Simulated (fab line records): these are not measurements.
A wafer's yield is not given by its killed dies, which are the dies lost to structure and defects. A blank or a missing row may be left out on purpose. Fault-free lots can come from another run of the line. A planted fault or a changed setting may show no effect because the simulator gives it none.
fab line records	flow n5_finfet
[record] lots = 5	wafers = 13	last_day = 16
route steps=1938 shown SD_EPI_N@289 SD_EPI_P@295 BEOL_M4@1111 PASSIVATION@1936
lots that met no fault: from a run of the same line without faults
start_h: hours from the record's opening day to when the first of the lot's shown wafers began	wait_h: time in hours since the lot's previous step	" identical to the entry in the row above	L1.1+2: one row covering several wafers at once	- either no value or no given start	* or withheld: withheld	< > ~ a bound
route shown NAME@n: a module of which the file shows steps, and the number in the route of the first	usual: the fault-free wafers' mean and standard deviation	same: alike in all rows	chamber/n: place in a boat	sites: each site's reading	_std_site: the values' standard deviation	_edge_site: mean of outer sites minus mean of inner sites	radius_mm: for every site, how far away it sits from the centre of the wafer	mask NAME#n: copy n	behind: the tool/chamber that last shaped the wafer	hold: reason for holding the lot/hours on hold/outcome of the hold	device: the n, p or np transistor that did not switch	end of line: the tests these same wafers got at the end of their route	a step given without rows: its recipe and nothing more	killed: count of dies lost to structure and defects at first sort (not the wafer's yield)	map: shows each die of a wafer: x if killed, . if not, _ if none is there
set.NAME: setting as actually run; set.NAME@STEP: the setting as run at that earlier step	model.NAME: the simulator's own value behind a step, which no gauge read
a table for each step, a row for each wafer; lots at some steps of the route
services: from which hour (start_h, from the record's first day; less than 0 if before it) a tool's chamber was out of use, for how many hours, and why
[[steps]]
[step N5_SD_EPI_N_EPI_MEAS_23]
[recipe] mode = xrd
[usual] thk_nm = 59.1/1.4
lot.wafer	tool	chamber	start_h	wait_h	thk_nm
L241.1	film_metro-02	-	65.60	1.4	60.6
L241.3	"	-	"	"	59.4
L241.4	"	-	"	"	57.5
L243.3	film_metro-01	-	77.27	0.9	60.4
L243.4	"	-	"	"	61.0
L243.5	"	-	"	"	59.8
L248.3	film_metro-02	-	114.73	0.9	56.5
L248.6	"	-	"	"	59.3
L254.1	film_metro-01	-	152.83	1.5	58.5
L254.2	"	-	"	"	59.6
L254.5	"	-	"	"	58.3
L255.1	film_metro-02	-	157.75	1.4	59.4
L255.3	"	-	"	"	58.8
[step N5_SD_EPI_N_PRECLEAN_24]
[recipe] chemistry = O3/DIW	time_s = 60	temp_c = 22	o3_ppm = 10
[step N5_SD_EPI_N_SRD_25]
[recipe] time_s = 30	temp_c = 23	rinse_liquid = diw	dry = ipa_marangoni
[step N5_SD_EPI_N_PRECLEAN_49]
[recipe] chemistry = NF3:NH3	afs_cycles = 1	temp_c = 30	time_s = 20	sublimation_temp_c = 180	sublimation_time_s = 60	pressure_torr = 3	rf_power_w = 30
[step N5_SD_EPI_N_LINER_46]
[recipe] material = SiNx	target_thk_a = 30	temp_c = 400	ald_precursor_family = SiH2I2	ald_co_reactant = N2/H2-plasma	pressure_torr = 2
[usual] heater_power_w = 858/93
lot.wafer	tool	chamber	start_h	wait_h	heater_power_w
L241.1	ald_sin-01	2	65.90	0.2	888
L241.3	"	0	"	"	727
L241.4	"	3	"	"	843
L243.3	ald_sin-01	3	78.34	0.9	861
L243.4	"	0	"	"	718
L243.5	"	0	"	"	731
L248.3	ald_sin-03	0	115.21	0.2	965
L248.6	"	0	"	"	962
L254.1	ald_sin-02	2	153.40	0.4	1024
L254.2	"	0	"	"	907
L254.5	"	2	"	"	1015
L255.1	ald_sin-01	3	158.07	0.2	832
L255.3	"	0	"	"	735
[step N5_SD_EPI_N_INSPECT_26]
[recipe] inspect_instrument = darkfield	mode = post_epi
[usual] raw_defect_count = 214/39
lot.wafer	tool	chamber	start_h	wait_h	raw_defect_count
L241.1	defect_inspect-01	-	66.15	0.1	186
L241.3	"	-	"	"	187
L241.4	"	-	"	"	284
L243.3	defect_inspect-01	-	78.59	0.1	174
L243.4	"	-	"	"	174
L243.5	"	-	"	"	213
L248.3	defect_inspect-02	-	115.46	0.1	240
L248.6	"	-	"	"	171
L254.1	defect_inspect-01	-	153.64	0.1	178
L254.2	"	-	"	"	242
L254.5	"	-	"	"	281
L255.1	defect_inspect-01	-	158.32	0.1	171
L255.3	"	-	"	"	181
[step N5_SD_EPI_P_COAT_34]
[recipe] resist = SOC	temp_c = 250	time_s = 60	spin_rpm = 1500	resist_thk_nm = 350
[step N5_SD_EPI_P_COAT_35]
[recipe] resist = SiARC	temp_c = 220	time_s = 60	spin_rpm = 1500	resist_thk_nm = 35
[step N5_SD_EPI_P_COAT_03]
[recipe] resist = CAR-ArF-block	spin_rpm = 1500	resist_thk_nm = 150
[step N5_SD_EPI_P_EBR_05]
[recipe] solvent = PGMEA	ebr_width_mm = 1.5
[step N5_SD_EPI_P_SOFTBAKE_04]
[recipe] temp_c = 110	time_s = 60	resist = CAR-ArF-block
[step N5_SD_EPI_P_EXPOSE_06]
[recipe] mask_id = SD_P_BLK	na = 1.35	source_shape = conventional	sigma_outer = 0.8	polarization = unpolarized	target_cd_nm = 240	dose_mj = 39.5
[step N5_SD_EPI_P_PEB_07]
[recipe] peb_temp_c = 110	peb_time_s = 60	resist = CAR-ArF-block
[usual] heater_power_total_W = 175.6/1.6	resist_line_temp_C = 23.00/0.11
lot.wafer	tool	chamber	start_h	wait_h	heater_power_total_W	resist_line_temp_C
L241.1	litho_track-03	0	66.48	0.1	177.6	23.08
L241.3	"	0	"	"	174.7	22.89
L241.4	"	0	"	"	177.6	22.93
L243.3	litho_track-02	0	78.92	0.0	176.1	23.10
L243.4	"	0	"	"	177.1	22.97
L243.5	"	0	"	"	173.3	23.04
L248.3	litho_track-02	0	115.80	0.0	176.4	23.01
L248.6	"	0	"	"	184.9	23.02
L254.1	litho_track-03	0	153.98	0.1	173.0	22.86
L254.2	"	0	"	"	176.5	22.96
L254.5	"	0	"	"	174.8	22.99
L255.1	litho_track-03	0	158.65	0.1	177.4	22.93
L255.3	"	0	"	"	177.3	23.21
[step N5_SD_EPI_P_DEVELOP_08]
[recipe] develop_time_s = 30	developer = TMAH	resist = CAR-ArF-block	dev_temp_c = 23	rinse_liquid = diw	dry = air_spin
[step N5_SD_EPI_P_CD_MEAS_09]
[recipe] target_cd_nm = 240	landing_energy_ev = 500	detector = se_inlens
[usual] cd_nm = 239.8/1.1
lot.wafer	tool	chamber	start_h	wait_h	cd_nm
L241.1	cd_sem-01	0	66.55	-	238.3
L241.3	"	0	"	"	239.5
L241.4	"	0	"	"	240.4
L243.3	cd_sem-02	0	78.99	-	240.3
L243.4	"	0	"	"	239.9
L243.5	"	0	"	"	239.7
L248.3	cd_sem-01	0	115.86	-	239.7
L248.6	"	0	"	"	237.8
L254.1	cd_sem-02	0	154.04	-	241.0
L254.2	"	0	"	"	239.5
L254.5	"	0	"	"	239.5
L255.1	cd_sem-01	0	158.72	-	238.6
L255.3	"	0	"	"	238.5
[step N5_SD_EPI_P_OVL_MEAS_10]
[recipe] points_per_wafer = 44
[usual] SD_P_BLK_OVL = 0.1/0.74
lot.wafer	tool	chamber	start_h	wait_h	SD_P_BLK_OVL[nm]
L241.1	overlay-01	0	66.58	0.0	-0.3
L241.3	"	0	"	"	-0.1
L241.4	"	0	"	"	0.3
L243.3	overlay-01	0	79.02	0.0	0.3
L243.4	"	0	"	"	0.7
L243.5	"	0	"	"	-0.1
L248.3	overlay-02	0	115.89	0.0	0.1
L248.6	"	0	"	"	-1.1
L254.1	overlay-01	0	154.07	0.0	-0.3
L254.2	"	0	"	"	0.4
L254.5	"	0	"	"	0.5
L255.1	overlay-01	0	158.75	0.0	0.1
L255.3	"	0	"	"	0.3
[step N5_SD_EPI_P_INSPECT_11]
[recipe] mode = adi	inspect_instrument = macro
[usual] raw_defect_count = 2.2/1.5
lot.wafer	tool	chamber	start_h	wait_h	raw_defect_count
L241.1	defect_inspect-01	-	66.61	0.0	2
L241.3	"	-	"	"	2
L241.4	"	-	"	"	3
L243.3	defect_inspect-01	-	79.04	0.0	0
L243.4	"	-	"	"	5
L243.5	"	-	"	"	3
L248.3	defect_inspect-01	-	115.92	0.0	2
L248.6	"	-	"	"	0
L254.1	defect_inspect-01	-	154.10	0.0	2
L254.2	"	-	"	"	3
L254.5	"	-	"	"	3
L255.1	defect_inspect-02	-	158.77	0.0	2
L255.3	"	-	"	"	0
[step N5_SD_EPI_P_DESCUM_14]
[recipe] chemistry = O2	time_s = 7.9	source_power_w = 50	bias_power_w = 20	pressure_mtorr = 20	rf_frequency_hz = 2.712e+07	temp_c = 40	resist = CAR-ArF-block	o2_flow_sccm = 225
[usual] bias_power_w = 20.00/0.053	drypump_motor_current_A = 5.5/0.32	oes_product_au = 0.77/0.08	rf_fwd_power_W = 49.43/0.2	rf_vpp_V = 243.7/1.2	showerhead_plenum_p_Torr = 2.11/0.057	throttle_valve_pct = 20.57/0.19
lot.wafer	tool	chamber	start_h	wait_h	bias_power_w	drypump_motor_current_A	oes_product_au	rf_fwd_power_W	rf_hours_counter_h	rf_vpp_V	showerhead_plenum_p_Torr	throttle_valve_pct	model.SD_EPI_P.cd_nm
L241.1	rie_diel-02	3	66.64	0.0	19.91	5.8	0.73	49.38	194	243.9	2.08	20.70	238.2
L241.3	"	2	"	"	19.95	5.6	0.73	49.50	211	245.1	2.13	20.16	239.6
L241.4	"	0	"	"	19.90	5.8	0.97	49.45	4	244.7	2.16	20.36	240
L243.3	rie_diel-01	0	79.08	0.0	20.03	5.3	0.95	49.35	7	244.6	2.14	20.65	240
L243.4	"	1	"	"	20.00	5.5	0.77	49.55	129	245.9	2.17	20.32	240
L243.5	"	2	"	"	20.10	5.9	0.74	49.51	-	242.0	2.06	20.59	239.4
L248.3	rie_diel-01	1	115.99	0.1	19.94	5.5	0.76	49.71	138	244.1	2.17	20.36	239.6
L248.6	"	3	"	"	20.03	5.2	0.69	49.70	-	243.4	2.08	20.67	238.2
L254.1	rie_diel-06	0	154.13	0.0	19.91	5.3	0.76	49.14	151	245.8	2.21	20.54	241.2
L254.2	"	3	"	"	19.95	4.9	0.70	49.41	214	241.9	1.98	20.94	239.4
L254.5	"	1	"	"	20.05	6.0	0.70	49.46	-	245.1	2.18	20.79	239.8
L255.1	rie_diel-01	1	158.92	0.1	19.93	5.5	0.76	49.42	154	242.6	2.16	20.37	238.4
L255.3	"	2	"	"	20.00	5.9	0.73	49.62	205	243.1	2.05	20.64	238.2
[step N5_SD_EPI_P_ETCH_36]
[recipe] chemistry = CF4	target = SiARC	target_depth_a = 455	mask_material = CAR-ArF-block	time_s = 75.8	ion_energy_ev = 80	pressure_mtorr = 40	source_w = 545	bias_w = 36	Ar_flow_sccm = 100	cf4_flow_sccm = 100	ends = cleared
[usual] drypump_motor_current_A = 5.5/0.32	etch_rf_on_time_s = 75.9/2.4	mfc_ar_sccm = 100.0/0.32	oes_product_au = 0.65/0.064	rf_fwd_power_W = 540.0/2.4	rf_vpp_V = 184.3/1	showerhead_plenum_p_Torr = 2.16/0.047	throttle_valve_pct = 15.74/0.23
lot.wafer	tool	chamber	start_h	wait_h	drypump_motor_current_A	etch_rf_on_time_s	mfc_ar_sccm	oes_product_au	rf_fwd_power_W	rf_hours_counter_h	rf_vpp_V	showerhead_plenum_p_Torr	throttle_valve_pct	model.SD_EPI_P.cd_nm
L241.1	rie_diel-02	3	66.68	0.0	5.7	77.6	99.5	0.62	540.6	194	183.5	2.11	15.84	238
L241.3	"	2	"	"	5.6	79.3	100.3	0.60	541.9	211	185.4	2.18	15.49	239.4
L241.4	"	0	"	"	5.8	79.0	99.8	0.80	540.8	4	185.0	2.20	15.49	239.8
L243.3	rie_diel-01	0	79.11	0.0	5.3	75.0	100.0	0.79	542.5	7	185.7	2.20	15.75	240
L243.4	"	1	"	"	5.5	78.3	100.1	0.64	541.2	129	185.4	2.22	15.61	239.8
L243.5	"	2	"	"	5.8	76.7	99.8	0.63	537.8	-	184.2	2.13	15.92	239.2
L248.3	rie_diel-01	1	116.03	0.0	5.5	77.7	99.9	0.65	540.1	138	184.9	2.21	15.61	239
L248.6	"	3	"	"	5.2	76.7	100.3	0.60	540.5	-	183.2	2.12	15.82	238
L254.1	rie_diel-06	0	154.17	0.0	5.3	70.9	100.0	0.66	535.7	152	186.6	2.22	15.45	241
L254.2	"	3	"	"	4.9	72.7	100.4	0.61	539.6	214	182.3	2.06	16.28	239.2
L254.5	"	1	"	"	5.9	73.3	99.2	0.61	540.6	-	185.3	2.21	15.87	239.6
L255.1	rie_diel-01	1	158.95	0.0	5.5	76.0	100.4	0.64	544.0	154	183.8	2.21	15.67	238.2
L255.3	"	2	"	"	5.9	75.0	100.1	0.62	542.3	205	184.6	2.12	15.98	238.2
[step N5_SD_EPI_P_ETCH_37]
[recipe] chemistry = N2/H2	target = SOC	overetch_a = 1080	mask_material = SiARC	temp_c = 40	ion_energy_ev = 100	source_w = 3000	bias_w = 133	pressure_mtorr = 20	time_s = 486	n2_flow_sccm = 200	h2_flow_sccm = 200	ends = end_point
[usual] drypump_motor_current_A = 5.5/0.32	n2_flow_sccm = 200.0/0.55	oes_product_au = 0.68/0.064	rf_fwd_power_W = 2996/8.9	rf_vpp_V = 241.1/1.2	showerhead_plenum_p_Torr = 2.56/0.067	throttle_valve_pct = 23.9/0.32
lot.wafer	tool	chamber	start_h	wait_h	drypump_motor_current_A	n2_flow_sccm	oes_product_au	rf_fwd_power_W	rf_hours_counter_h	rf_vpp_V	showerhead_plenum_p_Torr	throttle_valve_pct
L241.1	rie_diel-02	3	66.73	0.0	5.8	200.3	0.66	2985	194	239.3	2.52	24.1
L241.3	"	2	"	"	5.7	199.6	0.65	2977	211	242.9	2.59	23.4
L241.4	"	0	"	"	5.8	199.6	0.86	2992	4	240.2	2.57	23.1
L243.3	rie_diel-01	0	79.17	0.0	5.3	199.9	0.83	3000	7	241.5	2.58	23.8
L243.4	"	1	"	"	5.5	200.0	0.69	2983	129	242.2	2.65	23.8
L243.5	"	2	"	"	5.9	200.6	0.66	2993	-	239.7	2.52	24.3
L248.3	rie_diel-01	1	116.08	0.0	5.5	200.2	0.69	2997	138	241.5	2.64	23.8
L248.6	"	3	"	"	5.2	199.8	0.64	3005	-	240.0	2.51	23.9
L254.1	rie_diel-06	0	154.22	0.0	5.3	199.2	0.67	2999	152	243.0	2.66	24.1
L254.2	"	3	"	"	4.9	199.4	0.62	2999	214	241.0	2.39	23.9
L254.5	"	1	"	"	5.9	198.5	0.62	3009	-	240.9	2.63	24.3
L255.1	rie_diel-01	1	159.01	0.0	5.6	200.8	0.67	3003	154	242.9	2.64	23.8
L255.3	"	2	"	"	5.9	200.2	0.65	2981	205	240.5	2.51	24.3
[step N5_BEOL_M4_RC_MEAS_101]
[usual] DIBL_N = 36.0/2	DIBL_P = 35.9/2.5	IOFF_N = 0.16/0.038	IOFF_P = 0.21/0.04	ION_N = 675/14	ION_P = 462/9.4	SS_N = 71.5/0.75	SS_P = 73.2/0.74	VT_N = 250/3.9	VT_P = -251/3.2
lot.wafer	tool	chamber	start_h	wait_h	DIBL_N[mV/V]	DIBL_P[mV/V]	IOFF_N[nA/um]	IOFF_P[nA/um]	ION_N[uA/um]	ION_P[uA/um]	SS_N[mV/dec]	SS_P[mV/dec]	VT_N[mV]	VT_P[mV]
L241.1	prober-01	0	178.45	0.0	32.7	29.8	0.12	0.16	666	460	70.3	71.8	252	-252
L241.3	"	0	"	"	36.5	35.1	0.18	0.23	690	469	71.6	73.2	246	-249
L241.4	"	0	"	"	37.7	36.1	0.22	0.26	700	476	70.9	73.6	241	-248
L243.3	prober-01	0	197.43	0.3	39.6	40.5	0.21	0.26	679	463	72.7	73.6	247	-250
L243.4	"	0	"	"	35.5	36.5	0.13	0.19	644	446	70.8	73.6	255	-254
L243.5	"	0	"	"	38.2	37.5	0.19	0.20	671	452	72.4	74.1	249	-255
L248.3	prober-01	0	216.57	0.3	36.9	36.2	0.16	0.19	664	446	72.3	73.2	251	-255
L248.6	"	0	"	"	37.5	36.9	0.16	0.18	666	452	72.3	73.7	252	-255
L254.1	prober-01	0	267.94	0.0	36.5	35.5	0.16	0.18	661	451	71.1	72.7	249	-250
L254.2	"	0	"	"	32.4	33.8	0.12	0.18	688	483	70.5	72.6	251	-251
L254.5	"	0	"	"	35.1	36.1	0.15	0.20	675	463	70.7	72.5	248	-251
L255.1	prober-01	0	272.02	0.0	38.9	39.8	0.22	0.27	684	464	73.3	74.5	247	-247
L255.3	"	0	"	"	38.0	39.2	0.19	0.26	668	462	72.7	74.7	249	-245
[step N5_PASSIVATION_PROBE_49]
[usual] defect_limited_yield = 91.3/1.5	killed_at_M0_to_M3 = 33/12	killed_at_M4_up = 15/5.2	killed_at_contacts = 12/5.1	killed_at_front_end = 39/11	killed_at_other = 5/3.6	killed_dies = 103/18	killed_open = 67/13	killed_short = 33/7.8	sort_bin_5_function = 5.1/0.96	sort_bin_6_memory = 3.2/0.71	sort_n_pass = 1077/18	sort_yield_pct = 91.3/1.5
[same] gross_dies = 1180	killed_at_back_side = 0	sort_bin_4_leakage[%] = 0	sort_bin_8_speed[%] = 0
lot.wafer	tool	chamber	start_h	wait_h	defect_limited_yield[%]	killed_at_M0_to_M3	killed_at_M4_up	killed_at_contacts	killed_at_front_end	killed_at_other	killed_dies	killed_open	killed_short	sort_bin_5_function[%]	sort_bin_6_memory[%]	sort_n_pass	sort_yield_pct[%]
L248.6	prober-01	-	314.01	0.3	91.1	32	5	10	42	16	105	60	29	6.1	2.6	1075	91.1
// killed by level:class
L248.6 PASSIVATION:area_etch=16 BEOL_M3:geometric_particle:open=9 MOL_CONTACT_COAG:geometric_particle:open=8 FIN_SAQP:geometric_particle:open=7 STI_FIN_REVEAL:geometric_particle:open=7 DUMMY_GATE:geometric_particle:open=7 FIN_SAQP:geometric_particle:short=6 BEOL_M1:geometric_particle:short=5
[[services]]
tool	chamber	start_h	hours	kind
ald_sin-01	0	46.29	5.2	repair
rie_diel-02	0	51.40	10.9	repair
ald_sin-02	2	76.14	7.5	repair
ald_sin-03	-	85.25	14.0	pm
ald_sin-03	0	85.25	14.0	vent_cycle
ald_sin-03	1	85.25	14.0	vent_cycle
ald_sin-03	2	85.25	14.0	vent_cycle
ald_sin-03	3	85.25	14.0	vent_cycle
ald_sin-01	-	85.33	29.9	repair
rie_diel-01	-	94.56	2.8	pm
ald_sin-03	0	99.25	-	clean
ald_sin-03	1	99.25	-	clean
ald_sin-03	2	99.25	-	clean
ald_sin-03	3	99.25	-	clean
litho_track-02	-	99.96	-	consumable_replace:filter
rie_diel-01	0	114.37	7.6	repair
rie_diel-06	1	127.09	2.5	repair
rie_diel-06	2	139.56	7.7	repair
rie_diel-01	3	142.69	2.2	repair
ald_sin-01	3	158.58	5.2	repair
[[key]]
[first_sign] step = N5_SD_EPI_P_PEB_07	reading = heater_power_total_W	direction = up	sigmas = 5.9	usual = *	struck = *
effect none on later readings
[model_effect] step = N5_SD_EPI_P_DESCUM_14	value = SD_EPI_P.cd_nm	without = 240.6	struck = 238.2
[model_effect] step = N5_SD_EPI_P_ETCH_36	value = SD_EPI_P.cd_nm	without = 240.4	struck = 238
met_at N5_SD_EPI_P_PEB_07
struck_wafers L248.6
[baseline_loss] step = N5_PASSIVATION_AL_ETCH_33	wafers = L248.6
onset_between 78.92 115.80
[fault] kind = process_parameter_drift	tool = litho_track-02	chamber = -	onset_h = 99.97	steps = N5_SD_EPI_P_PEB_07	channel = peb_time_s	offset = *	shape = step	end_h = 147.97	scope = struck_wafers_only	acts_in = *	stated = *
// baseline_loss: these wafers lose ten dies or more at that step, a loss of the line's own and not of a fault; the sort's usual values leave them out
